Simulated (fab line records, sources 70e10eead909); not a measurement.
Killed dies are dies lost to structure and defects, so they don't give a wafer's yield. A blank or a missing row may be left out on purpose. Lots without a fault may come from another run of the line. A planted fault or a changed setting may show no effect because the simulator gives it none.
Chamber matching | flow nand_harc | NHARC_A_M0_DEP_32 on pecvd-01: 3 sister chambers
The step deposits SiCN, target thk 30 nm. 14 wafers are shown with their chamber, then 7 later ones without.

WAFERS WITH THEIR CHAMBER
wafer  | chamber | showerhead_vpp_V (V) | heater_power_w (W)
L078.1 | 2       | 1337                 | 594
L078.2 | 1       | 1312                 | 671
L078.3 | 0       | 1330                 | 681
L081.1 | 0       | 1318                 | 663
L081.2 | 1       | 1305                 | 591
L081.6 | 1       | 1289                 | 598
L082.1 | 1       | 1292                 | 571
L082.5 | 1       | 1330                 | 570
L082.6 | 2       | 1342                 | 766
L084.3 | 0       | 1356                 | 659
L084.5 | 2       | 1340                 | 732
L084.6 | 1       | 1311                 | 623
L088.1 | 0       | 1323                 | 631
L088.3 | 1       | 1302                 | 640

SIGNATURES (means of the wafers above)
reading          | chamber 0 | chamber 1 | chamber 2 | scatter within a chamber
showerhead_vpp_V | 1331.75   | 1305.86   | 1339.67   | 13.5
heater_power_w   | 658.50    | 609.14    | 697.33    | 48.9
Rule: a wafer's distance from a chamber is the root of the sum, over the readings, of the square of ((its reading less the chamber's mean) divided by the reading's scatter). The wafer belongs to the nearest chamber; if the next one is less than 2 further off, it can't be placed. The scatter: the root of (the sum of the squares of (reading less its chamber's mean) over the shown wafers, divided by (wafers less chambers)).

WAFERS WITHOUT THEIR CHAMBER
wafer  | showerhead_vpp_V (V) | heater_power_w (W)
L088.4 | 1354                 | 751
L090.1 | 1326                 | 681
L090.3 | 1344                 | 673
L090.4 | 1330                 | 693
L096.1 | 1359                 | 756
L096.3 | 1328                 | 571
L096.4 | 1308                 | 690

WHICH CHAMBER EACH WENT THROUGH
wafer  | from the rows above          | in truth
L088.4 | can't be placed: 2 or 0      | 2
L090.1 | can't be placed: 0 or 2 or 1 | 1
L090.3 | can't be placed: 2 or 0      | 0
L090.4 | can't be placed: 0 or 2 or 1 | 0
L096.1 | can't be placed: 2 or 0      | 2
L096.3 | can't be placed: 0 or 1 or 2 | 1
L096.4 | can't be placed: 1 or 0 or 2 | 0
Placed correctly: 0 of 7. Can't be placed from these rows: 7 (the true chamber is among the candidates in 7). Placed wrongly: 0.
